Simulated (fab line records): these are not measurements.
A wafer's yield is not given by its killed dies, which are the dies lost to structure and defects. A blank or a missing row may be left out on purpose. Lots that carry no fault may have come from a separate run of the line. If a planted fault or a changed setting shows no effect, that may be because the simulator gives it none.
fab line records ; flow n5-finfet
record lots=7; wafers=18; last-day=17
route steps=1938 shown BEOL_M6@1220 PASSIVATION@1936
lots untouched by any fault: they come from a run of this same line in which no faults occurred
start-h: start of the lot's first displayed wafer, in hours after the record's first day ; wait-h: hours from the lot's prior step to this one ; " unchanged from the row above ; L1.1+2: several wafers, shown together as one row ; - either no value or no given start ; * or withheld: withheld ; < > ~ a bound
route shown NAME@n: a module of which the file shows steps, and the number in the route of the first ; usual: the fault-free wafers' mean and standard deviation ; same: alike in all rows ; chamber/n: place in a boat ; sites: the reading at each site ; _std_site: standard deviation across them ; _edge_site: mean of outer sites minus mean of inner sites ; radius-mm: how far each site lies from the wafer's centre ; mask NAME#n: copy n ; behind: the most recent tool/chamber to have shaped the wafer ; hold: why the lot went on hold/how many hours it stayed there/how the hold came to an end ; device: the transistor (n, p or np) that didn't switch ; end of line: the same wafers' tests at the end of the route ; a step given without rows: its recipe and nothing more ; killed: the dies lost at the first sort to structure and to defects; this is not the yield of the wafer ; map: a wafer's dies, marking killed ones x, the rest . and places with no die _
set.NAME: the setting as run; set.NAME@STEP: as run at that earlier step ; model.NAME: the simulator's own value behind a step, which no gauge read
certain route steps with their lots: each step a table, each wafer a row
services: a tool's chamber out of use, with start hour (start-h, from the record's first day; less than 0 if before it), hours out, and reason
## steps
# step N5_BEOL_M6_COAT_71
# recipe resist=underlayer; temp-c=205; time-s=60; spin-rpm=1500; resist-thk-nm=5
# step N5_BEOL_M6_COAT_22
# recipe resist=CAR-EUV; spin-rpm=1500; resist-thk-nm=30
# step N5_BEOL_M6_EBR_24
# recipe solvent=PGMEA; ebr-width-mm=1.5
# step N5_BEOL_M6_SOFTBAKE_23
# recipe temp-c=110; time-s=60; resist=CAR-EUV
# step N5_BEOL_M6_EXPOSE_25
# recipe mask-id=V5; na=0.33; source-shape=annular; sigma-inner=0.4; sigma-outer=0.8; polarization=unpolarized; target-cd-nm=40; dose-mj=45
# step N5_BEOL_M6_PEB_26
# recipe peb-temp-c=100; peb-time-s=60; resist=CAR-EUV
# step N5_BEOL_M6_DEVELOP_27
# recipe develop-time-s=30; developer=TMAH; resist=CAR-EUV; rinse-liquid=surfactant-rinse; dry=air-spin; dev-temp-c=23
# step N5_BEOL_M6_CD_MEAS_28
# recipe target-cd-nm=40; landing-energy-ev=500; detector=se-inlens
# usual cd-nm=40.06/0.24
lot.wafer;tool;chamber;start-h;wait-h;cd-nm
L225.1;cd-sem-02;0;225.60;-;40.37
L225.4;cd-sem-02;0;225.60;-;40.08
L225.5;cd-sem-02;0;225.60;-;40.22
L229.2;cd-sem-02;0;231.40;-;40.25
L229.4;cd-sem-02;0;231.40;-;40.13
L229.5;cd-sem-02;0;231.40;-;40.42
L230.1;cd-sem-01;0;246.66;-;40.09
L230.2;cd-sem-01;0;246.66;-;40.14
L230.3;cd-sem-01;0;246.66;-;40.09
L238.2;cd-sem-02;0;287.61;-;40.51
L238.4;cd-sem-02;0;287.61;-;40.14
L237.3;cd-sem-02;0;297.01;-;40.11
L237.4;cd-sem-02;0;297.01;-;40.19
L241.1;cd-sem-02;0;326.02;-;40.01
L241.4;cd-sem-02;0;326.02;-;39.55
L242.1;cd-sem-01;0;331.37;-;39.98
L242.3;cd-sem-01;0;331.37;-;39.83
L242.6;cd-sem-01;0;331.37;-;39.68
# step N5_BEOL_M6_OVL_MEAS_29
# recipe points-per-wafer=522
# usual V5_OVL=0.0/0.66
lot.wafer;tool;chamber;start-h;wait-h;V5_OVL[nm]
L225.1;overlay-02;0;225.63;0.0;-0.4
L225.4;overlay-02;0;225.63;0.0;0.7
L225.5;overlay-02;0;225.63;0.0;-0.3
L229.2;overlay-02;0;231.43;0.0;-0.3
L229.4;overlay-02;0;231.43;0.0;-0.4
L229.5;overlay-02;0;231.43;0.0;-1.4
L230.1;overlay-01;0;246.69;0.0;-1.1
L230.2;overlay-01;0;246.69;0.0;-0.1
L230.3;overlay-01;0;246.69;0.0;0.0
L238.2;overlay-01;0;287.64;0.0;0.2
L238.4;overlay-01;0;287.64;0.0;0.1
L237.3;overlay-02;0;297.05;0.0;0.2
L237.4;overlay-02;0;297.05;0.0;-0.8
L241.1;overlay-02;0;326.05;0.0;-0.7
L241.4;overlay-02;0;326.05;0.0;-0.5
L242.1;overlay-02;0;331.40;0.0;-0.5
L242.3;overlay-02;0;331.40;0.0;-0.3
L242.6;overlay-02;0;331.40;0.0;-0.4
# step N5_BEOL_M6_INSPECT_30
# recipe mode=adi; inspect-instrument=brightfield
# usual raw-defect-count=422/86
lot.wafer;tool;chamber;start-h;wait-h;raw-defect-count
L225.1;defect-inspect-02;-;225.69;0.1;288
L225.4;defect-inspect-02;-;225.69;0.1;390
L225.5;defect-inspect-02;-;225.69;0.1;360
L229.2;defect-inspect-02;-;231.49;0.0;399
L229.4;defect-inspect-02;-;231.49;0.0;443
L229.5;defect-inspect-02;-;231.49;0.0;571
L230.1;defect-inspect-02;-;246.75;0.1;238
L230.2;defect-inspect-02;-;246.75;0.1;399
L230.3;defect-inspect-02;-;246.75;0.1;423
L238.2;defect-inspect-01;-;287.69;0.0;452
L238.4;defect-inspect-01;-;287.69;0.0;454
L237.3;defect-inspect-01;-;297.10;0.0;494
L237.4;defect-inspect-01;-;297.10;0.0;511
L241.1;defect-inspect-01;-;326.11;0.1;328
L241.4;defect-inspect-01;-;326.11;0.1;280
L242.1;defect-inspect-02;-;331.46;0.1;572
L242.3;defect-inspect-02;-;331.46;0.1;421
L242.6;defect-inspect-02;-;331.46;0.1;341
# step N5_BEOL_M6_DESCUM_33
# recipe chemistry=O2; time-s=7; source-power-w=50; bias-power-w=20; pressure-mtorr=20; rf-frequency-hz=2.712e+07; temp-c=40; resist=CAR-EUV; o2-flow-sccm=225
# usual drypump-motor-current-A=5.6/0.45; oes-product-au=0.83/0.069; rf-vpp-V=243.4/0.99; showerhead-plenum-p-Torr=2.12/0.053; throttle-valve-pct=20.44/0.16
lot.wafer;tool;chamber;start-h;wait-h;drypump-motor-current-A;oes-product-au;rf-hours-counter-h;rf-vpp-V;showerhead-plenum-p-Torr;throttle-valve-pct
L225.1;rie-diel-01;0;226.10;0.4;5.4;0.83;81;242.2;2.14;20.45
L225.4;rie-diel-01;1;226.10;0.4;6.1;0.82;98;243.6;2.11;20.51
L225.5;rie-diel-01;2;226.10;0.4;4.9;0.89;-;243.9;2.15;20.37
L229.2;rie-diel-05;1;231.52;0.0;5.9;0.87;55;243.0;2.03;20.47
L229.4;rie-diel-05;3;231.52;0.0;6.3;0.92;8;244.3;2.13;20.22
L229.5;rie-diel-05;2;231.52;0.0;5.8;0.85;-;241.7;2.04;20.65
L230.1;rie-diel-05;0;247.18;0.4;5.7;0.78;121;241.9;2.11;20.15
L230.2;rie-diel-05;1;247.18;0.4;5.9;0.88;60;242.8;2.02;20.48
L230.3;rie-diel-05;2;247.18;0.4;5.8;0.83;71;243.1;2.04;20.67
L238.2;rie-diel-01;2;288.24;0.5;4.9;0.86;67;244.1;2.14;20.41
L238.4;rie-diel-01;0;288.24;0.5;5.4;0.80;-;242.8;2.13;20.50
L237.3;rie-diel-01;2;297.13;0.0;4.9;0.84;71;243.1;2.14;20.40
L237.4;rie-diel-01;1;297.13;0.0;6.1;0.79;125;244.1;2.10;20.56
L241.1;rie-diel-01;2;326.30;0.2;4.9;0.84;84;243.4;2.14;20.43
L241.4;rie-diel-01;3;326.30;0.2;5.6;0.93;14;242.9;2.15;20.44
L242.1;rie-diel-06;2;331.50;0.0;5.3;0.78;109;245.7;2.20;20.35
L242.3;rie-diel-06;3;331.50;0.0;5.1;0.85;46;244.2;2.15;20.52
L242.6;rie-diel-06;0;331.50;0.0;5.3;0.71;-;242.7;2.07;20.73
# step N5_BEOL_M6_ETCH_72
# recipe chemistry=N2/H2; target=underlayer; target-depth-a=65; mask-material=CAR-EUV; time-s=5.2; ion-energy-ev=200; pressure-mtorr=30; source-w=840; bias-w=150; n2-flow-sccm=200; h2-flow-sccm=200; ends=cleared
# usual drypump-motor-current-A=5.6/0.45; etch-rf-on-time-s=5.12/0.09; oes-product-au=0.71/0.063; rf-vpp-V=524.6/2.1; showerhead-plenum-p-Torr=2.56/0.063; throttle-valve-pct=17.80/0.16
lot.wafer;tool;chamber;start-h;wait-h;drypump-motor-current-A;etch-rf-on-time-s;oes-product-au;rf-hours-counter-h;rf-vpp-V;showerhead-plenum-p-Torr;throttle-valve-pct
L225.1;rie-diel-01;0;226.14;0.0;5.5;5.16;0.71;81;524.5;2.55;17.63
L225.4;rie-diel-01;1;226.14;0.0;6.1;5.04;0.72;98;523.8;2.54;17.77
L225.5;rie-diel-01;2;226.14;0.0;4.9;4.96;0.78;-;524.1;2.59;17.64
L229.2;rie-diel-05;1;231.55;0.0;5.9;5.05;0.75;55;524.9;2.46;17.88
L229.4;rie-diel-05;3;231.55;0.0;6.3;5.10;0.79;8;526.2;2.62;17.79
L229.5;rie-diel-05;2;231.55;0.0;5.8;5.07;0.73;-;521.6;2.47;17.90
L230.1;rie-diel-05;0;247.21;0.0;5.8;5.19;0.65;121;525.5;2.57;17.65
L230.2;rie-diel-05;1;247.21;0.0;5.8;5.11;0.74;60;521.2;2.46;17.92
L230.3;rie-diel-05;2;247.21;0.0;5.8;5.02;0.73;71;521.3;2.47;17.95
L238.2;rie-diel-01;2;288.27;0.0;4.9;4.97;0.75;67;524.6;2.58;17.67
L238.4;rie-diel-01;0;288.27;0.0;5.4;5.16;0.69;-;523.5;2.54;17.69
L237.3;rie-diel-01;2;297.16;0.0;4.9;5.04;0.75;71;526.0;2.58;17.71
L237.4;rie-diel-01;1;297.16;0.0;6.1;5.11;0.68;125;524.1;2.53;17.84
L241.1;rie-diel-01;2;326.34;0.0;4.9;5.06;0.73;84;525.1;2.58;17.74
L241.4;rie-diel-01;3;326.34;0.0;5.6;5.24;0.80;14;526.0;2.59;17.74
L242.1;rie-diel-06;2;331.53;0.0;5.3;5.20;0.68;109;527.8;2.67;17.78
L242.3;rie-diel-06;3;331.53;0.0;5.1;5.07;0.74;46;524.8;2.58;17.72
L242.6;rie-diel-06;0;331.53;0.0;5.3;5.17;0.61;-;524.6;2.53;18.28
# step N5_BEOL_M6_ETCH_65
# recipe chemistry=CF4; target=SiARC; target-depth-a=156; mask-material=CAR-EUV; time-s=26; ion-energy-ev=80; pressure-mtorr=40; source-w=545; bias-w=36; Ar_flow_sccm=100; cf4-flow-sccm=100; ends=cleared
# usual drypump-motor-current-A=5.6/0.45; etch-rf-on-time-s=25.6/0.35; oes-product-au=0.71/0.062; rf-vpp-V=184.4/1; showerhead-plenum-p-Torr=2.16/0.047; throttle-valve-pct=15.53/0.19
lot.wafer;tool;chamber;start-h;wait-h;drypump-motor-current-A;etch-rf-on-time-s;oes-product-au;rf-hours-counter-h;rf-vpp-V;showerhead-plenum-p-Torr;throttle-valve-pct
L225.1;rie-diel-01;0;226.15;0.0;5.4;25.6;0.72;81;184.3;2.16;15.46
L225.4;rie-diel-01;1;226.15;0.0;6.1;25.4;0.70;98;184.5;2.16;15.64
L225.5;rie-diel-01;2;226.15;0.0;4.9;25.1;0.78;-;184.4;2.16;15.28
L229.2;rie-diel-05;1;231.57;0.0;5.9;26.1;0.73;55;184.6;2.07;15.55
L229.4;rie-diel-05;3;231.57;0.0;6.3;25.8;0.79;8;184.8;2.18;15.40
L229.5;rie-diel-05;2;231.57;0.0;5.7;25.3;0.73;-;183.5;2.08;15.69
L230.1;rie-diel-05;0;247.23;0.0;5.8;25.9;0.66;121;185.2;2.15;15.29
L230.2;rie-diel-05;1;247.23;0.0;5.8;25.8;0.73;60;182.2;2.07;15.57
L230.3;rie-diel-05;2;247.23;0.0;5.8;25.3;0.73;71;186.2;2.08;15.68
L238.2;rie-diel-01;2;288.29;0.0;4.9;17.5;0.93;67;184.3;2.16;15.32
L238.4;rie-diel-01;0;288.29;0.0;5.4;17.8;0.88;-;183.8;2.15;15.51
L237.3;rie-diel-01;2;297.18;0.0;4.9;25.2;0.74;71;184.2;2.15;15.32
L237.4;rie-diel-01;1;297.18;0.0;6.1;17.6;0.85;125;184.2;2.15;15.71
L241.1;rie-diel-01;2;326.36;0.0;4.9;25.4;0.73;84;183.0;2.15;15.35
L241.4;rie-diel-01;3;326.36;0.0;5.6;18.0;0.99;14;186.4;2.19;15.49
L242.1;rie-diel-06;2;331.55;0.0;5.3;26.1;0.67;109;185.7;2.23;15.47
L242.3;rie-diel-06;3;331.55;0.0;5.1;25.5;0.75;46;185.1;2.19;15.56
L242.6;rie-diel-06;0;331.55;0.0;5.3;25.7;0.61;-;183.3;2.12;15.90
# step N5_BEOL_M6_ETCH_66
# recipe chemistry=N2/H2; target=SOC; target-depth-a=800; overetch-a=160; mask-material=SiARC; temp-c=40; time-s=120; ion-energy-ev=200; pressure-mtorr=30; source-w=840; bias-w=150; n2-flow-sccm=200; h2-flow-sccm=200
# usual drypump-motor-current-A=5.6/0.45; oes-product-au=0.63/0.052; rf-vpp-V=524.5/1.9; showerhead-plenum-p-Torr=2.56/0.063; throttle-valve-pct=17.76/0.16
lot.wafer;tool;chamber;start-h;wait-h;drypump-motor-current-A;oes-product-au;rf-hours-counter-h;rf-vpp-V;showerhead-plenum-p-Torr;throttle-valve-pct
L225.1;rie-diel-01;0;226.18;0.0;5.5;0.64;81;525.9;2.55;17.60
L225.4;rie-diel-01;1;226.18;0.0;6.1;0.62;98;525.0;2.54;17.73
L225.5;rie-diel-01;2;226.18;0.0;4.9;0.68;-;524.8;2.59;17.63
L229.2;rie-diel-05;1;231.60;0.0;5.9;0.66;55;522.1;2.46;17.84
L229.4;rie-diel-05;3;231.60;0.0;6.3;0.71;8;526.8;2.62;17.71
L229.5;rie-diel-05;2;231.60;0.0;5.8;0.65;-;521.9;2.47;17.86
L230.1;rie-diel-05;0;247.25;0.0;5.7;0.59;121;524.1;2.57;17.62
L230.2;rie-diel-05;1;247.25;0.0;5.9;0.66;60;521.3;2.46;17.85
L230.3;rie-diel-05;2;247.25;0.0;5.7;0.64;71;524.6;2.47;17.86
L238.2;rie-diel-01;2;288.32;0.0;4.9;0.66;67;525.6;2.58;17.67
L238.4;rie-diel-01;0;288.32;0.0;5.4;0.63;-;524.8;2.54;17.64
L237.3;rie-diel-01;2;297.21;0.0;4.9;0.65;72;524.6;2.58;17.66
L237.4;rie-diel-01;1;297.21;0.0;6.1;0.61;125;524.8;2.53;17.79
L241.1;rie-diel-01;2;326.38;0.0;4.9;0.64;84;525.8;2.58;17.69
L241.4;rie-diel-01;3;326.38;0.0;5.6;0.71;14;524.5;2.60;17.69
L242.1;rie-diel-06;2;331.58;0.0;5.3;0.61;109;526.7;2.66;17.74
L242.3;rie-diel-06;3;331.58;0.0;5.1;0.66;46;526.0;2.58;17.67
L242.6;rie-diel-06;0;331.58;0.0;5.3;0.54;-;522.6;2.53;18.22
# step N5_PASSIVATION_PROBE_49
# usual defect-limited-yield=91.3/1.5; killed_at_M0_to_M3=31/11; killed_at_M4_up=14/5.1; killed-at-contacts=12/5.6; killed-at-front-end=42/12; killed-at-other=3.8/2.9; killed-dies=103/18; killed-open=67/14; killed-short=33/8; sort_bin_5_function=5.1/1; sort_bin_6_memory=3.2/0.75; sort-n-pass=1077/18; sort-yield-pct=91.3/1.5
# same gross-dies=1180; killed-at-back-side=0; sort_bin_4_leakage[%]=0; sort_bin_8_speed[%]=0
lot.wafer;tool;chamber;start-h;wait-h;defect-limited-yield[%];killed_at_M0_to_M3;killed_at_M4_up;killed-at-contacts;killed-at-front-end;killed-at-other;killed-dies;killed-open;killed-short;sort_bin_5_function[%];sort_bin_6_memory[%];sort-n-pass;sort-yield-pct[%]
L225.1;prober-02;-;314.63;0.1;85.9;37;26;12;86;5;166;99;58;7.9;5.1;1014;85.9
L225.4;prober-02;-;314.78;0.2;90.3;26;18;7;61;3;115;65;44;4.4;4.4;1065;90.3
L225.5;prober-02;-;314.83;0.3;90.5;31;10;10;59;2;112;69;40;5.3;3.4;1068;90.5
# killed by level:class
L225.1 STI_FIN_REVEAL:geometric-particle:open=28 BEOL_M4:geometric-particle:open=19 FIN_SAQP:geometric-particle:short=16 BEOL_M0_SAQP:geometric-particle:open=16 BEOL_M0_SAQP:geometric-particle:short=14 MOL_CONTACT_COAG:geometric-particle:open=10 FIN_SAQP:geometric-particle:open=8 HKMG_FIN:area-etch=8
L225.4 FIN_SAQP:geometric-particle:short=12 BEOL_M0_SAQP:geometric-particle:open=10 STI_FIN_REVEAL:geometric-particle:open=9 DUMMY_GATE:geometric-particle:open=9 BEOL_M0_SAQP:geometric-particle:short=8 MOL_CONTACT_COAG:geometric-particle:open=6 BEOL_M4:geometric-particle:short=6 HKMG_FIN:area-etch=6
L225.5 STI_FIN_REVEAL:geometric-particle:open=18 FIN_SAQP:geometric-particle:short=11 FIN_SAQP:geometric-particle:open=7 MOL_CONTACT_COAG:geometric-particle:open=7 BEOL_M0_SAQP:geometric-particle:short=7 BEOL_M3:geometric-particle:open=7 DUMMY_GATE:geometric-particle:open=6 BEOL_M0_SAQP:geometric-particle:open=5
## services
tool;chamber;start-h;hours;kind
rie-diel-06;3;225.92;16.6;repair
rie-diel-01;3;263.49;2.6;repair
rie-diel-01;3;266.36;-;clean
rie-diel-01;3;266.36;-;consumable-replace:focus-ring
rie-diel-01;3;266.36;24.7;scheduled-down
rie-diel-01;3;266.36;24.7;vent-cycle
rie-diel-06;1;287.58;-;clean
rie-diel-06;1;287.58;-;consumable-replace:focus-ring
rie-diel-06;1;287.58;-;consumable-replace:showerhead
rie-diel-06;1;287.58;19.8;scheduled-down
rie-diel-06;1;287.58;19.8;vent-cycle
rie-diel-05;-;290.15;2.6;repair
rie-diel-06;0;300.58;5.8;repair
## key
first-sign step=N5_BEOL_M6_ETCH_65; reading=etch-rf-on-time-s; direction=down; sigmas=23; usual=*; struck=*
effect step=N5_BEOL_M6_ETCH_65; reading=oes-product-au; direction=up; sigmas=3.2; usual=0.71; struck=0.91
met-at N5_BEOL_M6_ETCH_65
struck-wafers L237.4,L238.2,L238.4,L241.4
onset-between 226.15 288.29
fault kind=process-parameter-drift; tool=rie-diel-01; chamber=-; onset-h=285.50; steps=N5_BEOL_M6_ETCH_65; channel=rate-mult; offset=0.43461; shape=step; end-h=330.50; scope=struck-wafers-only
